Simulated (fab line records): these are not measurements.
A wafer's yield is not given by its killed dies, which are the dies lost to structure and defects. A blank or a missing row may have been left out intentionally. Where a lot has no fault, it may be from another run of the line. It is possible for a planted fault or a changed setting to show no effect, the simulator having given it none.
Split-lot trial	flow n5 finfet	21 wafers read across 7 lots, on a route 1938 steps long

THE SPLIT ITSELF
At N5_BEOL_M1_ETCH_64 (etches SOC in N2/H2, target depth 75 nm, overetch 15 nm, time 112.5 s), the setting bias w was moved away from the recipe's 150 W on 12 of the 21 wafers read, by -15.3% to +16.1%. The other wafers ran this setting at the recipe's value.

The reading comes from the split's own step.

THE READING
rf vpp V, in V, at N5_BEOL_M1_ETCH_64 (etches SOC in N2/H2, target depth 75 nm, overetch 15 nm, time 112.5 s). On this fab line, fault-free wafers typically give 523.8 V with a standard deviation of 2.5 V.

wafer	tool, chamber at the split	bias w as run, W	against the recipe	rf vpp V, V	against lot-mates on the recipe
L076.4	rie diel-04, 2	150	recipe	525.9	-
L076.5	rie diel-04, 1	150	recipe	523.1	-
L076.6	rie diel-04, 0	150	recipe	520.0	-
L077.1	rie diel-04, 2	167.4	+11.6%	563.6	+41.4
L077.2	rie diel-04, 0	167.4	+11.6%	556.7	+34.5
L077.6	rie diel-04, 1	150	recipe	522.2	-
L084.1	rie diel-03, 2	134.7	-10.2%	485.5	-39.8
L084.2	rie diel-03, 3	134.7	-10.2%	491.4	-33.9
L084.3	rie diel-03, 0	150	recipe	525.3	-
L085.3	rie diel-04, 0	174.2	+16.1%	572.3	+49.5
L085.5	rie diel-04, 2	174.2	+16.1%	577.6	+54.8
L085.6	rie diel-04, 1	150	recipe	522.8	-
L090.1	rie diel-01, 2	162.8	+8.5%	550.9	+25.5
L090.2	rie diel-01, 0	150	recipe	525.4	-
L090.4	rie diel-01, 1	162.8	+8.5%	553.6	+28.2
L093.3	rie diel-03, 2	165.8	+10.5%	554.4	no lot-mate on the recipe
L093.5	rie diel-03, 1	165.8	+10.5%	558.2	no lot-mate on the recipe
L093.6	rie diel-03, 2	165.8	+10.5%	555.8	no lot-mate on the recipe
L097.1	rie diel-04, 0	150	recipe	519.7	-
L097.2	rie diel-04, 2	150	recipe	526.2	-
L097.5	rie diel-04, 2	127.1	-15.3%	473.8	-49.2

THE FIT
A straight line over all 21 wafers: rf vpp V changes by +3.24 V for each +1% of bias w; r = +1.00; the points scatter about the line by 2.6 V.
The same after taking each lot's own level away (the mean of its wafers on the recipe; 18 wafers): +3.3 V for each +1%; r = +1.00; scatter 2.7 V.
That fit puts the effect of the largest move of bias w on the reading at 53 V.
The span of the lots' own levels, 522.20 to 525.40 V, comes to 1.3 times the standard deviation stated above.
The two slopes are in agreement: the lot-to-lot level therefore moves the slope only a little.
Check: +53.5 V against its lot-mates is what the line predicts for one of the wafers moved furthest among these (+16.1%) when that wafer is left out of the fit. Against them it came out at +49.5 V.
Tool readings at the split's step, against how far the setting was moved: rf vpp V r = +1.00.

THE WHOLE CHAIN: every reading that the file lists as answering this split, in the file's order
step	what it does	reading	change (the file's fit)	r (the file's)
N5_BEOL_M1_ETCH_64	etches SOC in N2/H2, target depth 75 nm, overetch 15 nm, time 112.5 s	rf vpp V	+3.28 V for each +1% of the setting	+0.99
N5_BEOL_M1_ETCH_64	etches SOC in N2/H2, target depth 75 nm, overetch 15 nm, time 112.5 s	SiARC_of_BEOL_M1_COAT_62.thk nm (the simulator's own value, which no gauge read)	-0.0539 nm for each +1% of the setting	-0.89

FILE'S OWN FIT
rf vpp V changes by +3.28 V for each +1% of bias w, r = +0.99.
